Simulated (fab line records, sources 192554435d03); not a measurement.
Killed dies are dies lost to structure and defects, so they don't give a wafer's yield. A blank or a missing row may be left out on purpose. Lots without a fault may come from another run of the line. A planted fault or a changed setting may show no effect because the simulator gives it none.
Chamber matching | flow n5_finfet | N5_MIM_TOP_ETCH_STRIP_01 on rie_diel-02: 4 sister chambers
The step strips in O2. 4 wafers are shown with their chamber, then 7 later ones without.

WAFERS WITH THEIR CHAMBER
wafer  | chamber | showerhead_plenum_p_Torr (Torr)
L076.1 | 3       | 1.95
L080.3 | 0       | 2.01
L088.1 | 2       | 2.08
L088.2 | 1       | 2.19

WAFERS WITHOUT THEIR CHAMBER
wafer  | showerhead_plenum_p_Torr (Torr)
L088.6 | 2.18
L089.1 | 2.08
L089.2 | 2.19
L089.6 | 2.18
L094.4 | 2.20
L094.5 | 2.07
L094.6 | 2.18

WHICH CHAMBER EACH WENT THROUGH
wafer  | from the rows above | in truth
L088.6 | 1                   | 1
L089.1 | 2                   | 2
L089.2 | 1                   | 1
L089.6 | 1                   | 1
L094.4 | 1                   | 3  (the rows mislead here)
L094.5 | 2                   | 2
L094.6 | 1                   | 1
Placed correctly: 6 of 7. Can't be placed from these rows: 0. Placed wrongly: 1.
How it was worked out, from the rows above alone: a wafer's distance from a chamber is the root of the sum, over the readings, of the square of ((its reading less the chamber's mean) divided by the reading's scatter). The wafer belongs to the nearest chamber; if the next one is less than 2 further off, it can't be placed. A chamber's mean is the mean of its shown wafers. The scatter: with one shown wafer a chamber, the root of the mean of the squares of how far each hidden wafer lies from its nearest shown one.
